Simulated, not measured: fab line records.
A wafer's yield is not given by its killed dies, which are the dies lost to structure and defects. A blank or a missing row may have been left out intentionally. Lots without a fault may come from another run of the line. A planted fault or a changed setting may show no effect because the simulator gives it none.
fab line records	flow n5-finfet
record lots=7	wafers=21
route steps=1938 shown HKMG_FIN@403 GATE_CUT@501 MOL_CONTACT_COAG@563 BEOL_M0_SAQP@632 BEOL_M0@715 BEOL_M1@770
start-h: start of the lot's first displayed wafer, in hours after the record's first day	wait-h: how many hours have passed since the lot's step before this one	" unchanged from the row above	L1.1+2: one row covering several wafers at once	- value missing, or start not given	* or withheld: withheld	< > ~ a bound
route shown NAME@n: a module of which the file shows steps, and the number in the route of the first	usual: mean/standard deviation taken from wafers without a fault	same: alike in all rows	chamber/n: place in a boat	sites: readings site by site	_std_site: how widely they spread, as a standard deviation	_edge_site: inner sites' mean taken away from outer sites' mean	radius-mm: how far each site lies from the wafer's centre	mask NAME#n: copy n	behind: the tool/chamber that last shaped the wafer	hold: why the lot went on hold/how many hours it stayed there/how the hold came to an end	device: the transistor (n, p or np) that didn't switch	end of line: the route-end tests of the same wafers	where a step has no rows: the recipe by itself	killed: count of dies lost to structure and defects at first sort (not the wafer's yield)	map: per-die view of a wafer (x killed, . not killed, _ where there is no die)
set.NAME: the setting the step ran with; set.NAME@STEP: the setting that earlier step ran with	model.NAME: the simulator's own value behind a step, which no gauge read
lots whose settings were changed on purpose; a table a step, a row a wafer
## steps
# step N5_HKMG_FIN_ETCH_55
# recipe chemistry=N2/H2	target=SOC	target-depth-a=2400	temp-c=40	time-s=300	ion-energy-ev=200	mask-material=SiARC	pressure-mtorr=30	source-w=840	bias-w=150	n2-flow-sccm=200	h2-flow-sccm=200
lot.wafer	tool	chamber	start-h	wait-h	set.time-s	model.etch.depth-nm	model.HKMG_FIN.feature-depth-nm	model.SiARC_of_HKMG_FIN_COAT_42.thk-nm
L074.1	rie-diel-02	3	71.31	0.0	330	254.7	254.6	20
L074.2	"	1	"	"	300	244	244	21
L074.3	"	2	"	"	330	263.3	263.2	20.2
L076.2	rie-diel-04	1	85.89	0.0	332.9	263.7	263.8	19.8
L076.3	"	2	"	"	300	237.4	237.4	21.4
L076.6	"	3	"	"	300	241.8	241.8	21.6
L078.4	rie-diel-02	3	98.98	0.1	300	234	234	21.2
L078.5	"	2	"	"	267.7	215.1	215.2	23
L078.6	"	1	"	"	267.7	220.8	220.8	22.4
L080.1	rie-diel-02	1	111.60	0.0	300	241.4	241.4	21
L080.3	"	0	"	"	300	246.8	246.8	20.4
L080.6	"	2	"	"	300	237.7	237.8	21.6
L084.1	rie-diel-04	1	138.53	0.0	233.2	184.7	184.6	24.4
L084.2	"	2	"	"	300	238.1	238.2	21.6
L084.4	"	0	"	"	233.2	189.5	189.6	24.2
L089.2	rie-diel-02	2	161.88	0.0	300	237.9	238	21.6
L089.4	"	0	"	"	300	247.2	247.2	20.4
L089.6	"	0	"	"	300	248.4	248.4	20.4
L093.2	rie-diel-02	1	187.51	0.0	233.1	189	189	24.4
L093.5	"	2	"	"	300	241.3	241.4	21.6
L093.6	"	3	"	"	300	233.3	233.4	21.4
# step N5_HKMG_FIN_PEB_10
# recipe peb-temp-c=withheld	peb-time-s=60	resist=CAR-ArF
lot.wafer	tool	chamber	start-h	wait-h	set.peb-time-s
L074.1	litho-track-04	0	74.76	0.1	53.58
L074.2+3	"	0	"	"	60
L076.2+6	litho-track-04	0	89.04	0.0	52.35
L076.3	"	0	"	"	60
L078.4+5+6	litho-track-03	0	102.03	0.0	60
L080.1+3+6	litho-track-03	0	114.81	0.1	60
L084.1	litho-track-03	0	141.74	0.1	72.08
L084.2+4	"	0	"	"	60
L089.2+4	litho-track-04	0	165.04	0.0	60
L089.6	"	0	"	"	49.16
L093.2+6	litho-track-04	0	190.87	0.0	52.59
L093.5	"	0	"	"	60
# step N5_HKMG_FIN_DEVELOP_11
# recipe develop-time-s=30	developer=TMAH	resist=CAR-ArF	dev-temp-c=23	rinse-liquid=diw	dry=air-spin
# step N5_HKMG_FIN_CD_MEAS_12
# recipe target-cd-nm=92.8	landing-energy-ev=500	detector=se-inlens
# usual cd-nm=93.0/0.6
lot.wafer	tool	chamber	start-h	wait-h	set.peb-time-s@HKMG_FIN_PEB_10	cd-nm
L074.1	cd-sem-01	0	74.82	-	53.58	88.7
L074.2	"	0	"	"	60	92.6
L074.3	"	0	"	"	60	93.0
L076.2	cd-sem-01	0	89.11	-	52.35	88.7
L076.3	"	0	"	"	60	94.0
L076.6	"	0	"	"	52.35	89.3
L078.4	cd-sem-02	0	102.09	-	60	94.2
L078.5	"	0	"	"	60	92.8
L078.6	"	0	"	"	60	93.2
L080.1	cd-sem-01	0	114.87	-	60	93.1
L080.3	"	0	"	"	60	93.1
L080.6	"	0	"	"	60	93.2
L084.1	cd-sem-01	0	141.81	-	72.08	99.0
L084.2	"	0	"	"	60	92.3
L084.4	"	0	"	"	60	93.3
L089.2	cd-sem-02	0	165.11	-	60	93.4
L089.4	"	0	"	"	60	93.6
L089.6	"	0	"	"	49.16	85.6
L093.2	cd-sem-01	0	190.94	-	52.59	88.5
L093.5	"	0	"	"	60	93.0
L093.6	"	0	"	"	52.59	87.5
# step N5_HKMG_FIN_ETCH_32
# recipe chemistry=N2/H2	target=SOC	target-depth-a=2400	temp-c=40	time-s=300	ion-energy-ev=200	mask-material=SiARC	pressure-mtorr=30	source-w=840	bias-w=150	n2-flow-sccm=200	h2-flow-sccm=200
# usual rf-vpp-V=523.9/2.3
lot.wafer	tool	chamber	start-h	wait-h	set.bias-w	rf-vpp-V
L074.1	rie-diel-04	0	75.14	0.0	150	521.7
L074.2	"	1	"	"	161.6	553.1
L074.3	"	2	"	"	161.6	547.2
L076.2	rie-diel-03	3	89.29	0.0	143.2	510.4
L076.3	"	1	"	"	143.2	510.7
L076.6	"	3	"	"	143.2	509.0
L078.4	rie-diel-03	0	102.27	0.0	176.2	580.0
L078.5	"	2	"	"	176.2	578.5
L078.6	"	3	"	"	150	524.0
L080.1	rie-diel-02	2	115.42	0.0	150	521.0
L080.3	"	1	"	"	150	519.8
L080.6	"	1	"	"	150	520.8
L084.1	rie-diel-03	1	141.99	0.0	150	525.5
L084.2	"	3	"	"	150	525.6
L084.4	"	3	"	"	150	525.1
L089.2	rie-diel-02	0	165.29	0.0	150	525.9
L089.4	"	2	"	"	150	521.4
L089.6	"	3	"	"	158.4	544.5
L093.2	rie-diel-02	3	191.11	0.0	150	526.7
L093.5	"	3	"	"	150	525.2
L093.6	"	2	"	"	150	519.9
# step N5_GATE_CUT_CUT_ETCH_54
# recipe chemistry=Cl2/BCl3	target=TiN	mask-material=SiO2	target-depth-a=967	pressure-mtorr=10	icp-w=1000	bias-w=126	Cl2_flow_sccm=53.25	bcl3-flow-sccm=21.75	Ar_flow_sccm=25	ends=cleared
# usual etch-rf-on-time-s=36.1/0.43
lot.wafer	tool	chamber	start-h	wait-h	set.icp-w	etch-rf-on-time-s
L074.1	rie-metal-03	1	83.99	0.0	1100	33.0
L074.2	"	0	"	"	1000	35.9
L074.3	"	0	"	"	1100	32.7
L076.2	rie-metal-02	0	100.21	0.0	1087	33.3
L076.3	"	1	"	"	1000	36.3
L076.6	"	1	"	"	1000	36.5
L078.4	rie-metal-03	1	111.07	0.0	1000	35.8
L078.5	"	0	"	"	1093	33.3
L078.6	"	1	"	"	1000	35.7
L080.1	rie-metal-02	1	124.54	0.0	1000	36.3
L080.3	"	1	"	"	1000	35.9
L080.6	"	0	"	"	1000	35.2
L084.1	rie-metal-03	0	150.76	0.0	1000	36.2
L084.2	"	1	"	"	1000	35.8
L084.4	"	0	"	"	1000	36.1
L089.2	rie-metal-01	0	174.66	0.0	1000	36.3
L089.4	"	1	"	"	879.8	41.2
L089.6	"	1	"	"	1000	36.9
L093.2	rie-metal-02	0	200.28	0.0	1000	35.7
L093.5	"	1	"	"	1165	31.5
L093.6	"	0	"	"	1165	31.0
# step N5_MOL_CONTACT_COAG_PECVD_31
# recipe material=SiO2	target-thk-a=460	temp-c=400	precursor=TEOS/O2	pressure-torr=6.5	rf-w=withheld	teos-flow-sccm=withheld	gas=O2	flow-sccm=2650	time-s=8.9
lot.wafer	tool	chamber	start-h	wait-h	set.temp-c	model.SiO2_of_MOL_CONTACT_COAG_PECVD_31.thk-nm
L074.1	pecvd-04	2	99.53	0.3	400	46.2
L074.2	"	0	"	"	400	45.8
L074.3	"	1	"	"	400	44.2
L076.2	pecvd-03	2	112.77	0.3	400	45
L076.3	"	1	"	"	400	44.8
L076.6	"	0	"	"	400	46.2
L078.4	pecvd-03	2	125.22	0.3	393.2	47.6
L078.5	"	1	"	"	400	46
L078.6	"	0	"	"	400	47
L080.1	pecvd-04	1	137.30	0.3	400	45
L080.3	"	0	"	"	400	45.6
L080.6	"	0	"	"	400	45.8
L084.1	pecvd-04	2	164.70	0.3	400	46.2
L084.2	"	1	"	"	413.3	42
L084.4	"	2	"	"	400	47
L089.2	pecvd-02	2	189.60	0.3	400	45.8
L089.4	"	0	"	"	392.1	48
L089.6	"	1	"	"	392.1	47.8
L093.2	pecvd-02	2	214.80	0.3	404.6	44.4
L093.5	"	2	"	"	400	46.2
L093.6	"	1	"	"	400	46
# step N5_MOL_CONTACT_COAG_COAT_75
# recipe resist=SOC	temp-c=250	time-s=60	spin-rpm=1500	resist-thk-nm=60
# step N5_MOL_CONTACT_COAG_COAT_76
# recipe resist=SiARC	temp-c=220	time-s=60	spin-rpm=1500	resist-thk-nm=10
# step N5_MOL_CONTACT_COAG_ETCHBACK_135
# recipe chemistry=CHF3	target=SiO2	target-depth-a=250	time-s=16.7	ion-energy-ev=200	pressure-mtorr=30	source-w=610	bias-w=170	Ar_flow_sccm=200	CHF3_flow_sccm=50
# step N5_MOL_CONTACT_COAG_STRIP_118
# recipe chemistry=CHF3	resist=SiARC	rf-frequency-hz=6e+07
# step N5_MOL_CONTACT_COAG_VIA_ETCH_46
# recipe chemistry=C4F6/O2	target-depth-a=460	overetch-a=92	mask-material=SOC	target=SiO2	bias-w=455	pressure-mtorr=10	time-s=40	source-w=325	Ar_flow_sccm=300	C4F6_flow_sccm=10	O2_flow_sccm=10	ion-energy-ev=575.3	ends=end-point
lot.wafer	tool	chamber	start-h	wait-h	set.temp-c@MOL_CONTACT_COAG_PECVD_31	model.etch.depth-nm
L074.1	rie-diel-04	2	100.46	0.0	400	46.17
L074.2	"	0	"	"	400	45.86
L074.3	"	3	"	"	400	44.3
L076.2	rie-diel-04	2	114.03	0.0	400	45
L076.3	"	0	"	"	400	44.73
L076.6	"	2	"	"	400	46.16
L078.4	rie-diel-03	0	127.12	0.0	393.2	47.69
L078.5	"	2	"	"	400	45.99
L078.6	"	3	"	"	400	46.96
L080.1	rie-diel-02	0	138.37	0.0	400	44.9
L080.3	"	1	"	"	400	45.62
L080.6	"	0	"	"	400	45.74
L084.1	rie-diel-02	0	165.86	0.0	400	46.29
L084.2	"	3	"	"	413.3	41.95
L084.4	"	1	"	"	400	47
L089.2	rie-diel-04	1	190.87	0.0	400	45.89
L089.4	"	3	"	"	392.1	48.02
L089.6	"	0	"	"	392.1	47.86
L093.2	rie-diel-03	1	215.86	0.0	404.6	44.4
L093.5	"	1	"	"	400	46.16
L093.6	"	2	"	"	400	45.97
# step N5_BEOL_M0_SAQP_PECVD_00
# recipe material=SiCN	target-thk-a=80	temp-c=withheld	precursor=3MS/NH3	pressure-torr=3	rf-w=202	time-s=14
lot.wafer	tool	chamber	start-h	wait-h	set.time-s	model.SiCN_of_BEOL_M0_SAQP_PECVD_00.thk-nm
L074.1	pecvd-01	0	106.47	0.2	14	7.8
L074.2	"	1	"	"	14	8
L074.3	"	2	"	"	14.85	8.2
L076.2+3+6	pecvd-01	0,1,1	120.09	0.2	14	7.8
L078.4	pecvd-02	1	134.57	0.1	14.69	8.4
L078.5	"	2	"	"	14	8
L078.6	"	0	"	"	14.69	8.6
L080.1+3	pecvd-01	1,2	144.98	0.2	14	8
L080.6	"	2	"	"	14	8.2
L084.1	pecvd-01	0	171.99	0.2	14	8
L084.2+4	"	2	"	"	12.44	7.2
L089.2	pecvd-01	0	198.85	0.2	15.22	8.8
L089.4	"	0	"	"	14	8.2
L089.6	"	2	"	"	14	8.6
L093.2	pecvd-01	0	221.59	0.2	12.72	7.2
L093.5	"	2	"	"	14	8.2
L093.6	"	0	"	"	14	8
# step N5_BEOL_M0_SAQP_PECVD_97
# recipe material=SiNx	target-thk-a=230	temp-c=350	precursor=SiH4/NH3/N2	pressure-torr=1.5	rf-w=300	time-s=19.9
lot.wafer	tool	chamber	start-h	wait-h	set.time-s	model.SiNx_of_BEOL_M0_SAQP_PECVD_97.thk-nm
L074.1	pecvd-04	0	106.74	0.0	19.9	22.6
L074.2	"	1	"	"	20.9	23.6
L074.3	"	2	"	"	20.9	24
L076.2	pecvd-02	0	122.06	0.0	21.4	24.4
L076.3	"	2	"	"	21.4	24.8
L076.6	"	0	"	"	19.9	23.4
L078.4	pecvd-02	0	135.73	0.0	22.62	26.2
L078.5+6	"	1,2	"	"	19.9	23.2
L080.1	pecvd-02	0	146.49	0.0	19.9	23
L080.3+6	"	2,1	"	"	19.9	23.4
L084.1+2	pecvd-01	2,1	172.71	0.0	19.9	22.6
L084.4	"	0	"	"	19.9	23.8
L089.2	pecvd-02	2	200.28	0.0	19.9	22.6
L089.4	"	1	"	"	19.9	23
L089.6	"	2	"	"	22.63	26.2
L093.2+5	pecvd-04	0	223.42	0.0	17.12	20
L093.6	"	1	"	"	19.9	23
# step N5_BEOL_M0_ETCH_138
# recipe chemistry=CH3F/O2	target-depth-a=120	target=SiCN	time-s=31.6	ion-energy-ev=120	pressure-mtorr=30	source-w=395	bias-w=75	Ar_flow_sccm=150	CH3F_flow_sccm=30	O2_flow_sccm=20	ends=cleared
# usual rf-vpp-V=297.5/1.5
lot.wafer	tool	chamber	start-h	wait-h	set.bias-w	rf-vpp-V
L074.1	rie-diel-02	2	112.97	0.0	75	294.9
L074.2	"	3	"	"	75	299.5
L074.3	"	1	"	"	75	296.6
L076.2	rie-diel-03	2	130.89	0.0	75	297.9
L076.3	"	3	"	"	75	298.3
L076.6	"	0	"	"	75	296.8
L078.4	rie-diel-02	0	142.88	0.0	67.71	278.9
L078.5	"	0	"	"	75	299.8
L078.6	"	3	"	"	67.71	280.7
L080.1	rie-diel-04	2	154.66	0.0	75	297.8
L080.3	"	0	"	"	75	299.6
L080.6	"	3	"	"	75	295.3
L084.1	rie-diel-02	3	178.97	0.0	83.38	319.3
L084.2	"	2	"	"	83.38	316.6
L084.4	"	0	"	"	75	299.0
L089.2	rie-diel-03	3	207.29	0.0	75	297.6
L089.4	"	0	"	"	65.14	272.0
L089.6	"	1	"	"	75	298.8
L093.2	rie-diel-02	2	229.97	0.0	62	261.3
L093.5	"	2	"	"	62	261.7
L093.6	"	3	"	"	75	299.2
# step N5_BEOL_M0_ETCH_128
# recipe chemistry=CF4/N2	target-depth-a=120	overetch-a=51	target=SiCN	time-s=21.4	ion-energy-ev=150	pressure-mtorr=40	source-w=430	bias-w=70	Ar_flow_sccm=100	cf4-flow-sccm=60	n2-flow-sccm=60
# usual rf-vpp-V=382.2/1.8
lot.wafer	tool	chamber	start-h	wait-h	set.source-w	rf-vpp-V
L074.1	rie-diel-02	0	113.39	0.0	430	384.3
L074.2	"	2	"	"	430	381.5
L074.3	"	3	"	"	371.7	403.0
L076.2	rie-diel-02	3	131.73	0.4	376.9	401.2
L076.3	"	2	"	"	430	381.0
L076.6	"	0	"	"	376.9	399.7
L078.4	rie-diel-03	1	143.48	0.2	454.8	375.1
L078.5	"	3	"	"	454.8	375.0
L078.6	"	2	"	"	430	381.6
L080.1	rie-diel-02	3	157.93	0.1	430	383.4
L080.3	"	1	"	"	430	380.3
L080.6	"	2	"	"	430	378.8
L084.1	rie-diel-02	2	179.75	0.4	456.2	372.9
L084.2	"	0	"	"	456.2	374.4
L084.4	"	1	"	"	456.2	373.3
L089.2	rie-diel-02	3	218.58	0.4	430	383.8
L089.4	"	2	"	"	430	380.4
L089.6	"	2	"	"	430	381.1
L093.2	rie-diel-04	0	231.79	0.4	430	385.7
L093.5	"	1	"	"	430	383.0
L093.6	"	3	"	"	430	382.7
# step N5_BEOL_M1_ETCH_64
# recipe chemistry=N2/H2	target=SOC	target-depth-a=750	overetch-a=150	mask-material=SiARC	temp-c=40	time-s=112.5	ion-energy-ev=200	pressure-mtorr=30	source-w=840	bias-w=150	n2-flow-sccm=200	h2-flow-sccm=200
# usual rf-vpp-V=523.1/2.8
lot.wafer	tool	chamber	start-h	wait-h	set.source-w	rf-vpp-V
L074.1	rie-diel-01	0	118.52	0.0	733.7	544.1
L074.2	"	1	"	"	840	523.7
L074.3	"	3	"	"	733.7	551.3
L076.2	rie-diel-05	2	137.48	0.0	964.9	497.7
L076.3	"	1	"	"	840	523.3
L076.6	"	2	"	"	840	521.2
L078.4	rie-diel-05	3	147.80	0.0	840	526.4
L078.5	"	3	"	"	840	525.0
L078.6	"	2	"	"	733.3	545.1
L080.1	rie-diel-06	2	166.63	0.0	840	517.2
L080.3	"	0	"	"	840	524.4
L080.6	"	2	"	"	840	518.6
L084.1	rie-diel-05	0	186.31	0.0	724.8	546.4
L084.2	"	3	"	"	724.8	552.8
L084.4	"	1	"	"	840	522.2
L089.2	rie-diel-05	0	224.98	0.0	840	528.8
L089.4	"	3	"	"	745.5	547.6
L089.6	"	1	"	"	745.5	544.7
L093.2	rie-diel-05	2	239.65	0.0	840	520.7
L093.5	"	0	"	"	840	528.3
L093.6	"	3	"	"	840	524.4
# step N5_BEOL_M1_COAT_67
# recipe resist=SOC	temp-c=250	time-s=60	spin-rpm=1500	resist-thk-nm=60
lot.wafer	tool	chamber	start-h	wait-h	set.spin-rpm	model.SOC_of_BEOL_M1_COAT_67.thk-nm
L074.1	litho-track-04	0	118.91	0.0	1500	60
L074.2	"	0	"	"	1500	59.8
L074.3	"	0	"	"	1500	60.2
L076.2	litho-track-05	0	137.93	0.0	1500	59.8
L076.3+6	"	0	"	"	1412	61.8
L078.4	litho-track-03	0	148.27	0.0	1500	60
L078.5+6	"	0	"	"	1500	59.8
L080.1	litho-track-04	0	167.02	0.0	1500	59.8
L080.3+6	"	0	"	"	1500	60.2
L084.1	litho-track-05	0	186.69	0.0	1500	59.8
L084.2	"	0	"	"	1433	61.2
L084.4	"	0	"	"	1433	61.4
L089.2	litho-track-04	0	225.43	0.0	1500	60.2
L089.4+6	"	0	"	"	1619	57.8
L093.2	litho-track-03	0	240.03	0.0	1612	57.6
L093.5	"	0	"	"	1612	57.8
L093.6	"	0	"	"	1612	58.2
# step N5_BEOL_M1_COAT_68
# recipe resist=SiARC	temp-c=220	time-s=60	spin-rpm=1500	resist-thk-nm=12
# step N5_BEOL_M1_COAT_76
# recipe resist=underlayer	temp-c=205	time-s=60	spin-rpm=1500	resist-thk-nm=5
# step N5_BEOL_M1_ALD_98
# recipe material=SiO2	target-thk-a=25	temp-c=100	ald-precursor-family=BDEAS	ald-co-reactant=O2-plasma	pulse-time-s=1	co-reactant-pulse-time-s=1	purge-time-s=2	co-reactant-purge-time-s=2	ald-cycles=17	pressure-torr=2
# step N5_BEOL_M1_ETCHBACK_99
# recipe chemistry=CHF3	target=SiO2	target-depth-a=50	time-s=10.4	source-w=215	bias-w=47	Ar_flow_sccm=200	CHF3_flow_sccm=12	ion-energy-ev=100	pressure-mtorr=30
# step N5_BEOL_M1_ETCH_70
# recipe chemistry=N2/H2	target=SOC	target-depth-a=800	overetch-a=160	mask-material=SiARC	temp-c=40	time-s=120	ion-energy-ev=200	pressure-mtorr=30	source-w=840	bias-w=150	n2-flow-sccm=200	h2-flow-sccm=200
lot.wafer	tool	chamber	start-h	wait-h	set.spin-rpm@BEOL_M1_COAT_67	model.etch.depth-nm
L074.1	rie-diel-06	0	130.83	8.4	1500	59.94
L074.2	"	3	"	"	1500	59.9
L074.3	"	1	"	"	1500	60.13
L076.2	rie-diel-06	2	139.35	0.0	1500	59.74
L076.3	"	3	"	"	1412	61.79
L076.6	"	1	"	"	1412	61.74
L078.4	rie-diel-01	1	154.32	0.0	1500	60.02
L078.5	"	1	"	"	1500	59.71
L078.6	"	2	"	"	1500	59.77
L080.1	rie-diel-05	3	167.87	0.0	1500	59.84
L080.3	"	1	"	"	1500	60.1
L080.6	"	1	"	"	1500	60.13
L084.1	rie-diel-06	1	188.80	0.0	1500	59.84
L084.2	"	3	"	"	1433	61.26
L084.4	"	0	"	"	1433	61.33
L089.2	rie-diel-05	2	226.99	0.0	1500	60.13
L089.4	"	0	"	"	1619	57.77
L089.6	"	1	"	"	1619	57.75
L093.2	rie-diel-05	1	244.29	0.0	1612	57.63
L093.5	"	3	"	"	1612	57.85
L093.6	"	0	"	"	1612	58.15
# step N5_BEOL_M1_STRIP_71
# recipe chemistry=N2/H2	temp-c=40	n2-flow-sccm=200	h2-flow-sccm=200	rf-frequency-hz=6e+07
# step N5_BEOL_M1_STRIP_78
# recipe chemistry=N2/H2	temp-c=40	n2-flow-sccm=200	h2-flow-sccm=200	rf-frequency-hz=6e+07
# step N5_BEOL_M1_VIA_ETCH_34
# recipe chemistry=C4F6/O2	target-depth-a=678	mask-material=SOC	pressure-mtorr=15	ion-energy-ev=250	taper-deg=4	time-s=64.4	source-w=350	bias-w=170	Ar_flow_sccm=300	C4F6_flow_sccm=10	O2_flow_sccm=10
lot.wafer	tool	chamber	start-h	wait-h	set.spin-rpm@BEOL_M1_COAT_67	model.SOC_of_BEOL_M1_COAT_67.thk-nm
L074.1	rie-diel-06	0	130.93	0.0	1500	52.4
L074.2+3	"	3,1	"	"	1500	52.2
L076.2	rie-diel-06	2	139.45	0.0	1500	51.8
L076.3	"	3	"	"	1412	54
L076.6	"	1	"	"	1412	53.8
L078.4	rie-diel-01	1	154.42	0.0	1500	52.4
L078.5	"	1	"	"	1500	52.2
L078.6	"	2	"	"	1500	51.8
L080.1	rie-diel-05	3	167.97	0.0	1500	51.8
L080.3	"	1	"	"	1500	52
L080.6	"	1	"	"	1500	52.2
L084.1	rie-diel-06	1	188.90	0.0	1500	52
L084.2	"	3	"	"	1433	53.6
L084.4	"	0	"	"	1433	53.8
L089.2	rie-diel-05	2	227.09	0.0	1500	52.2
L089.4+6	"	0,1	"	"	1619	49.8
L093.2	rie-diel-05	1	244.39	0.0	1612	49.8
L093.5	"	3	"	"	1612	50
L093.6	"	0	"	"	1612	50.2
## key
split step=N5_HKMG_FIN_ETCH_55	setting=time-s	stated=300	by=wafer
response step=N5_HKMG_FIN_ETCH_55	reading=model.etch.depth-nm	change=+2.11	per=1%	r=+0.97
response step=N5_HKMG_FIN_ETCH_55	reading=model.HKMG_FIN.feature-depth-nm	change=+2.11	per=1%	r=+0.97
response step=N5_HKMG_FIN_ETCH_55	reading=model.SiARC_of_HKMG_FIN_COAT_42.thk-nm	change=-0.127	per=1%	r=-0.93
split step=N5_HKMG_FIN_PEB_10	setting=peb-time-s	stated=60	by=wafer
response step=N5_HKMG_FIN_CD_MEAS_12	reading=cd-nm	change=+0.377	per=1%	r=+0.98
split step=N5_HKMG_FIN_ETCH_32	setting=bias-w	stated=150	by=wafer
response step=N5_HKMG_FIN_ETCH_32	reading=rf-vpp-V	change=+3.28	per=1%	r=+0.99
split step=N5_GATE_CUT_CUT_ETCH_54	setting=icp-w	stated=1000	by=wafer
response step=N5_GATE_CUT_CUT_ETCH_54	reading=etch-rf-on-time-s	change=*	per=1%	r=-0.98
split step=N5_MOL_CONTACT_COAG_PECVD_31	setting=temp-c	stated=400	by=wafer
response step=N5_MOL_CONTACT_COAG_PECVD_31	reading=model.SiO2_of_MOL_CONTACT_COAG_PECVD_31.thk-nm	change=-1.21	per=1%	r=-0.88
response step=N5_MOL_CONTACT_COAG_VIA_ETCH_46	reading=model.etch.depth-nm	change=-1.23	per=1%	r=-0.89
split step=N5_BEOL_M0_SAQP_PECVD_00	setting=time-s	stated=14	by=wafer
response step=N5_BEOL_M0_SAQP_PECVD_00	reading=model.SiCN_of_BEOL_M0_SAQP_PECVD_00.thk-nm	change=+0.0722	per=1%	r=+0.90
split step=N5_BEOL_M0_SAQP_PECVD_97	setting=time-s	stated=19.9	by=wafer
response step=N5_BEOL_M0_SAQP_PECVD_97	reading=model.SiNx_of_BEOL_M0_SAQP_PECVD_97.thk-nm	change=+0.222	per=1%	r=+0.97
split step=N5_BEOL_M0_ETCH_138	setting=bias-w	stated=75	by=wafer
response step=N5_BEOL_M0_ETCH_138	reading=rf-vpp-V	change=+2.03	per=1%	r=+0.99
split step=N5_BEOL_M0_ETCH_128	setting=source-w	stated=430	by=wafer
response step=N5_BEOL_M0_ETCH_128	reading=rf-vpp-V	change=-1.49	per=1%	r=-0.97
split step=N5_BEOL_M1_ETCH_64	setting=source-w	stated=840	by=wafer
response step=N5_BEOL_M1_ETCH_64	reading=rf-vpp-V	change=-1.73	per=1%	r=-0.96
split step=N5_BEOL_M1_COAT_67	setting=spin-rpm	stated=1500	by=wafer
response step=N5_BEOL_M1_COAT_67	reading=model.SOC_of_BEOL_M1_COAT_67.thk-nm	change=-0.319	per=1%	r=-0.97
response step=N5_BEOL_M1_ETCH_70	reading=model.etch.depth-nm	change=-0.317	per=1%	r=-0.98
response step=N5_BEOL_M1_VIA_ETCH_34	reading=model.SOC_of_BEOL_M1_COAT_67.thk-nm	change=-0.332	per=1%	r=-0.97
